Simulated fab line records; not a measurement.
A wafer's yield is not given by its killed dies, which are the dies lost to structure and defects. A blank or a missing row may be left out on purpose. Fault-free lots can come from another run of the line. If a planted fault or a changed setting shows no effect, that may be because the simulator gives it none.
Chamber matching :: flow n5-finfet :: rie-diel-06 running N5_BEOL_M11_DESCUM_16: 4 sister chambers
The step chemistry O2, time 7.9 s. 4 wafers are shown with their chamber, then 8 later ones without.

## EACH WAFER AND ITS CHAMBER
wafer: L516.6
chamber: 3
showerhead-plenum-p-Torr (Torr): 1.97

wafer: L518.1
chamber: 2
showerhead-plenum-p-Torr (Torr): 2.12

wafer: L518.4
chamber: 1
showerhead-plenum-p-Torr (Torr): 2.07

wafer: L519.3
chamber: 0
showerhead-plenum-p-Torr (Torr): 1.91

## WAFERS WITHOUT THEIR CHAMBER
wafer: L519.4
showerhead-plenum-p-Torr (Torr): 1.97

wafer: L519.6
showerhead-plenum-p-Torr (Torr): 2.07

wafer: L524.1
showerhead-plenum-p-Torr (Torr): 2.07

wafer: L524.2
showerhead-plenum-p-Torr (Torr): 1.97

wafer: L524.5
showerhead-plenum-p-Torr (Torr): 2.07

wafer: L532.2
showerhead-plenum-p-Torr (Torr): 2.11

wafer: L532.5
showerhead-plenum-p-Torr (Torr): 2.22

wafer: L532.6
showerhead-plenum-p-Torr (Torr): 2.11

## THE CHAMBER EACH PASSED THROUGH
wafer: L519.4
from the rows above: can't be placed: 3 or 0
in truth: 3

wafer: L519.6
from the rows above: can't be placed: 1 or 2
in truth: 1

wafer: L524.1
from the rows above: can't be placed: 1 or 2
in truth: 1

wafer: L524.2
from the rows above: can't be placed: 3 or 0
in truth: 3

wafer: L524.5
from the rows above: can't be placed: 1 or 2
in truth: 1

wafer: L532.2
from the rows above: can't be placed: 2 or 1
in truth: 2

wafer: L532.5
from the rows above: can't be placed: 2 or 1
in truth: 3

wafer: L532.6
from the rows above: can't be placed: 2 or 1
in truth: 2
Correctly placed: 0 of 8. Unplaceable from these rows: 8, with the true chamber sitting among the candidates in 7. Placed wrongly: 0.
How it was worked out, from the rows above alone: a wafer's distance from a chamber is the root of the sum, over the readings, of the square of ((its reading less the chamber's mean) divided by the reading's scatter). The wafer belongs to the nearest chamber; if the next one is less than 2 further off, it can't be placed. A chamber's mean is the mean of its shown wafers. The scatter (one wafer shown for each chamber): square how far every hidden wafer sits from the nearest shown wafer, average those squares and take the square root.
